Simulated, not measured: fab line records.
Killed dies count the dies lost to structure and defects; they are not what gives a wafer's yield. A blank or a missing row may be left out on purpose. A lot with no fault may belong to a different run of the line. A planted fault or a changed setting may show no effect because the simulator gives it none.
fab line records	flow n5_finfet	part 2 of 2: steps 9 to 9 of 9
record: lots: 14	wafers: 42	last_day: 20
route steps=1938 shown FIN_SAQP@130 STI_FIN_REVEAL@207 BEOL_M4@1111
lots that met no fault: from a run of the same line without faults
start_h: start of the lot's first displayed wafer, in hours after the record's first day	wait_h: time in hours since the lot's previous step	" repeats the value in the row above	L1.1+2: a row that stands for several wafers	- no value, or no start given	* or withheld: withheld	< > ~ a bound
route shown NAME@n: names a module that has steps shown in the file, with the first one's number in the route	usual: mean/standard deviation of fault-free wafers	same: alike in all rows	chamber/n: place in a boat	sites: per-site readings	_std_site: standard deviation of those values	_edge_site: mean of outer sites minus mean of inner sites	radius_mm: for every site, how far away it sits from the centre of the wafer	mask NAME#n: copy n	behind: the most recent tool/chamber to have shaped the wafer	hold: reason for holding the lot/hours on hold/outcome of the hold	device: whichever transistor did not switch (one of n, p or np)	end of line: at the end of the route, the tests of the same wafers	a step with no rows: only its recipe	killed: dies that structure and defects cost at the first sort, which is not the same as the wafer's yield	map: the dies of a wafer, with x for killed, . for not killed, _ for no die there
set.NAME: the setting the step ran with; set.NAME@STEP: the setting that earlier step ran with	model.NAME: the simulator's own value behind a step, which no gauge read
route steps across a sampled set of lots; one table per step, one row per wafer
services: a tool's chamber out of use, with start hour (start_h, from the record's first day; less than 0 if before it), hours out, and reason
== steps ==
step: N5_BEOL_M4_RC_MEAS_101
usual: DIBL_N: 36.3/1.7	DIBL_P: 36.5/2.1	IOFF_N: 0.16/0.03	IOFF_N_85C: 3.2/0.49	IOFF_N_LIN: 0.074/0.011	IOFF_P: 0.22/0.035	IOFF_P_85C: 3.8/0.5	IOFF_P_LIN: 0.104/0.012	ION_N: 675/11	ION_P: 465/7.1	SS_N: 71.5/0.62	SS_P: 73.3/0.64	VT_N: 250/3.1	VT_N_LVT: 98/3.1	VT_P: -249.1/3	VT_P_LVT: -97.7/2.7
lot.wafer	tool	chamber	start_h	wait_h	DIBL_N[mV/V]	DIBL_P[mV/V]	IOFF_N[nA/um]	IOFF_N_85C[nA/um]	IOFF_N_LIN[nA/um]	IOFF_P[nA/um]	IOFF_P_85C[nA/um]	IOFF_P_LIN[nA/um]	ION_N[uA/um]	ION_P[uA/um]	SS_N[mV/dec]	SS_P[mV/dec]	VT_N[mV]	VT_N_LVT[mV]	VT_P[mV]	VT_P_LVT[mV]
L452.2	prober-01	0	165.05	0.2	35.2	35.6	0.15	3.0	0.071	0.23	4.0	0.113	683	472	71.4	72.4	249	98	-244.8	-95.3
L452.5	"	0	"	"	37.2	38.1	0.18	3.4	0.080	0.28	4.7	0.125	671	469	71.3	73.8	246	96	-244.1	-92.9
L452.6	"	0	"	"	34.7	35.4	0.14	2.8	0.068	0.23	3.9	0.109	673	473	70.8	72.9	252	100	-244.3	-96.2
L453.2	prober-02	0	181.83	0.2	36.3	36.0	0.15	3.0	0.067	0.21	3.5	0.099	670	464	71.2	72.9	251	99	-248.5	-98.9
L453.3	"	0	"	"	39.2	38.8	0.22	4.1	0.089	0.24	4.0	0.109	679	462	71.9	73.5	245	95	-249.6	-97.7
L453.4	"	0	"	"	34.9	33.5	0.13	2.6	0.061	0.16	2.9	0.084	668	455	70.1	72.4	251	101	-255.4	-101.0
L456.2	prober-01	0	195.39	0.2	36.4	36.4	0.16	3.1	0.073	0.19	3.3	0.088	669	456	71.9	73.9	251	96	-253.5	-98.7
L456.3	"	0	"	"	33.1	32.5	0.11	2.4	0.057	0.16	2.9	0.081	671	460	71.3	72.4	254	100	-256.4	-99.9
L456.4	"	0	"	"	37.8	39.1	0.21	3.9	0.092	0.25	4.1	0.110	688	472	72.2	74.0	243	91	-246.4	-95.1
L457.1	prober-02	0	200.07	0.0	33.9	33.5	0.11	2.4	0.056	0.17	3.1	0.085	670	470	70.8	73.3	255	103	-255.4	-101.0
L457.3	"	0	"	"	38.6	38.1	0.20	3.8	0.085	0.24	4.2	0.108	680	465	70.9	73.7	249	94	-248.3	-95.8
L457.4	"	0	"	"	34.7	34.7	0.13	2.7	0.065	0.20	3.5	0.095	672	466	69.8	72.4	253	99	-250.2	-97.9
L458.3	prober-02	0	202.05	0.3	35.2	31.7	0.13	2.6	0.062	0.17	3.1	0.090	671	459	71.0	72.1	253	101	-252.1	-98.5
L458.5	"	0	"	"	37.0	34.8	0.16	3.2	0.074	0.20	3.6	0.099	685	467	71.5	72.7	249	96	-252.0	-96.1
L458.6	"	0	"	"	37.0	34.8	0.15	3.0	0.069	0.20	3.6	0.100	662	460	71.9	72.6	251	98	-250.5	-96.8
L459.1	prober-01	0	216.56	0.0	37.3	38.1	0.17	3.3	0.081	0.25	4.2	0.114	674	468	72.4	74.2	250	96	-248.3	-95.3
L459.3	"	0	"	"	36.9	36.6	0.17	3.4	0.078	0.22	3.8	0.104	680	464	72.2	72.9	250	95	-248.9	-96.5
L459.5	"	0	"	"	36.4	36.7	0.16	3.2	0.076	0.22	3.8	0.105	677	466	71.0	72.9	249	95	-249.8	-95.0
L460.3	prober-02	0	219.44	0.3	38.1	36.5	0.17	3.3	0.077	0.23	3.9	0.111	684	472	71.6	73.5	248	95	-248.6	-94.8
L460.4	"	0	"	"	35.9	34.8	0.14	2.9	0.069	0.20	3.5	0.101	675	468	70.9	72.3	250	98	-249.5	-96.4
L460.5	"	0	"	"	36.9	36.1	0.15	3.0	0.069	0.22	3.8	0.106	661	462	71.7	73.3	252	98	-247.4	-94.7
L461.2	prober-01	0	223.79	0.2	35.4	36.4	0.16	3.1	0.074	0.21	3.6	0.099	660	460	71.6	73.4	248	97	-251.2	-97.5
L461.5	"	0	"	"	35.8	37.6	0.18	3.5	0.085	0.23	4.0	0.107	679	467	70.7	73.8	245	93	-249.6	-95.9
L461.6	"	0	"	"	35.8	35.5	0.15	3.0	0.069	0.19	3.4	0.093	666	454	71.8	73.0	247	98	-251.7	-99.4
L462.1	prober-02	0	226.44	0.0	36.7	35.8	0.16	3.2	0.075	0.22	3.7	0.106	686	469	71.6	73.4	250	100	-249.1	-99.7
L462.3	"	0	"	"	33.5	32.1	0.10	2.2	0.052	0.16	2.9	0.083	656	457	70.9	72.8	256	106	-253.1	-104.3
L462.6	"	0	"	"	35.0	34.4	0.13	2.7	0.064	0.19	3.3	0.093	678	463	71.0	73.4	251	102	-250.4	-102.1
L464.1	prober-02	0	285.30	0.0	37.0	36.9	0.17	3.3	0.080	0.24	4.0	0.110	680	466	71.7	74.0	248	98	-245.9	-96.3
L464.2	"	0	"	"	34.6	34.0	0.12	2.5	0.058	0.20	3.5	0.095	655	456	71.7	73.5	254	103	-249.2	-99.1
L464.5	"	0	"	"	25.0	21.0	0.03	0.7	0.017	0.07	1.4	0.043	572	415	69.2	69.9	280	128	-262.2	-113.2
L465.1	prober-01	0	297.93	0.0	33.6	33.2	0.13	2.5	0.061	0.18	3.1	0.092	654	452	71.5	73.0	251	101	-250.5	-100.3
L465.2	"	0	"	"	38.5	38.7	0.22	4.0	0.094	0.27	4.4	0.122	687	469	72.2	73.7	245	95	-247.3	-94.2
L465.4	"	0	"	"	33.4	33.4	0.12	2.5	0.059	0.18	3.2	0.092	657	458	71.7	73.0	253	101	-251.6	-99.2
L463.1	prober-01	0	299.66	0.0	37.5	39.9	0.20	3.9	0.091	0.26	4.4	0.115	686	472	72.2	73.4	245	95	-247.8	-97.8
L463.5	"	0	"	"	34.9	35.6	0.14	2.8	0.067	0.19	3.3	0.091	670	457	72.2	73.0	252	101	-250.3	-100.7
L463.6	"	0	"	"	37.6	40.2	0.21	4.1	0.097	0.27	4.5	0.119	699	474	72.7	73.6	243	94	-246.3	-96.8
L473.1	prober-02	0	312.24	0.0	36.3	37.6	0.16	3.2	0.076	0.22	3.7	0.107	682	468	71.6	73.7	251	96	-250.8	-95.9
L473.5	"	0	"	"	38.9	40.8	0.22	4.1	0.097	0.28	4.5	0.124	684	473	72.1	74.7	246	92	-246.8	-93.2
L473.6	"	0	"	"	38.1	39.7	0.20	3.9	0.094	0.26	4.2	0.117	709	484	71.6	74.1	245	92	-246.6	-93.0
L469.1	prober-02	0	330.25	0.0	24.6	20.5	0.03	0.7	0.017	0.07	1.4	0.042	566	412	68.5	69.4	279	127	-264.1	-114.7
L469.3	"	0	"	"	37.8	36.8	0.17	3.2	0.077	0.24	4.0	0.111	678	466	72.0	73.4	251	99	-246.1	-97.6
L469.5	"	0	"	"	39.2	38.9	0.20	3.7	0.086	0.26	4.3	0.116	672	456	72.5	73.3	247	99	-245.9	-96.9
== services ==
tool	chamber	start_h	hours	kind
ald_sin-01	0	7.75	-	clean
ald_sin-01	1	7.75	-	clean
ald_sin-01	2	7.75	-	clean
ald_sin-01	3	7.75	-	clean
rie_si-02	-	9.76	1.5	repair
ald_sin-03	3	10.12	1.9	repair
rie_si-03	0	17.00	7.9	repair
ald_sin-03	3	35.01	13.8	repair
rie_si-02	2	44.21	5.7	repair
ald_sin-02	0	52.00	2.5	repair
ald_sin-01	1	57.66	43.9	repair
ald_sin-01	3	58.87	6.2	repair
rie_si-02	3	59.62	9.9	repair
ald_sin-01	3	68.49	8.4	repair
rie_si-03	1	68.67	5.6	repair
rie_si-06	2	71.54	1.6	repair
ald_sin-02	-	85.31	14.0	pm
ald_sin-02	0	85.31	14.0	vent_cycle
ald_sin-02	1	85.31	14.0	vent_cycle
ald_sin-02	2	85.31	14.0	vent_cycle
rie_si-03	2	106.89	9.9	repair
ald_sin-01	1	121.31	1.8	repair
ald_sin-01	3	153.29	4.2	repair
ald_sin-03	3	154.82	1.4	repair
== key ==
first_sign: step: N5_FIN_SAQP_CD_MEAS_31	reading: cd_nm	direction: down	sigmas: 8.8	usual: 8.06	struck: 6.01
effect: step: N5_FIN_SAQP_HM_CD_35	reading: cd_nm	direction: down	sigmas: 7.6	usual: 8.11	struck: 6.26
effect: step: N5_FIN_SAQP_CD_MEAS_37	reading: cd_nm	direction: down	sigmas: 9.4	usual: 8.09	struck: 5.87
effect: step: N5_STI_FIN_REVEAL_CD_MEAS_22	reading: cd_nm	direction: down	sigmas: 6.9	usual: 6.27	struck: 4.42
effect: step: N5_BEOL_M4_RC_MEAS_101	reading: VT_N	direction: up	sigmas: 9.5	usual: 250	struck: 279
effect: step: N5_BEOL_M4_RC_MEAS_101	reading: VT_N_LVT	direction: up	sigmas: 9.3	usual: 98	struck: 127
effect: step: N5_BEOL_M4_RC_MEAS_101	reading: ION_N	direction: down	sigmas: 9.3	usual: 675	struck: 569
effect: step: N5_BEOL_M4_RC_MEAS_101	reading: DIBL_P	direction: down	sigmas: 7.5	usual: 36.5	struck: 20.7
effect: step: N5_BEOL_M4_RC_MEAS_101	reading: ION_P	direction: down	sigmas: 7.2	usual: 465	struck: 414
effect: step: N5_BEOL_M4_RC_MEAS_101	reading: DIBL_N	direction: down	sigmas: 6.7	usual: 36.3	struck: 24.8
effect: step: N5_BEOL_M4_RC_MEAS_101	reading: VT_P_LVT	direction: down	sigmas: 6	usual: -97.7	struck: -113.9
effect: step: N5_BEOL_M4_RC_MEAS_101	reading: SS_P	direction: down	sigmas: 5.7	usual: 73.3	struck: 69.6
effect: step: N5_BEOL_M4_RC_MEAS_101	reading: IOFF_P_LIN	direction: down	sigmas: 5.1	usual: 0.104	struck: 0.043
effect: step: N5_BEOL_M4_RC_MEAS_101	reading: IOFF_N_LIN	direction: down	sigmas: 5.1	usual: 0.074	struck: 0.017
effect: step: N5_BEOL_M4_RC_MEAS_101	reading: IOFF_N_85C	direction: down	sigmas: 4.9	usual: 3.2	struck: 0.7
effect: step: N5_BEOL_M4_RC_MEAS_101	reading: IOFF_P_85C	direction: down	sigmas: 4.8	usual: 3.8	struck: 1.4
met_at N5_FIN_SAQP_SPACER2_ALD_28
struck_lots L464,L469
struck_wafers L464.5,L469.1
sort_left_out L464.5,L469.1
not_acting_at N5_FIN_SAQP_ETCH_65,N5_FIN_SAQP_MANDREL2_REMOVE_60,N5_FIN_SAQP_FIN_ETCH_36
onset_between 99.11 103.73
fault: kind: process_parameter_drift	tool: ald_sin-01	chamber: 3	onset_h: 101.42	steps: N5_FIN_SAQP_SPACER2_ALD_28	channel: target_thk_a	offset: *	shape: step	end_h: 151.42	acts_in: *	stated: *
sort_left_out: the simulated sort isn't trusted on such a fault, so these wafers' sort isn't shown, and their yield isn't known
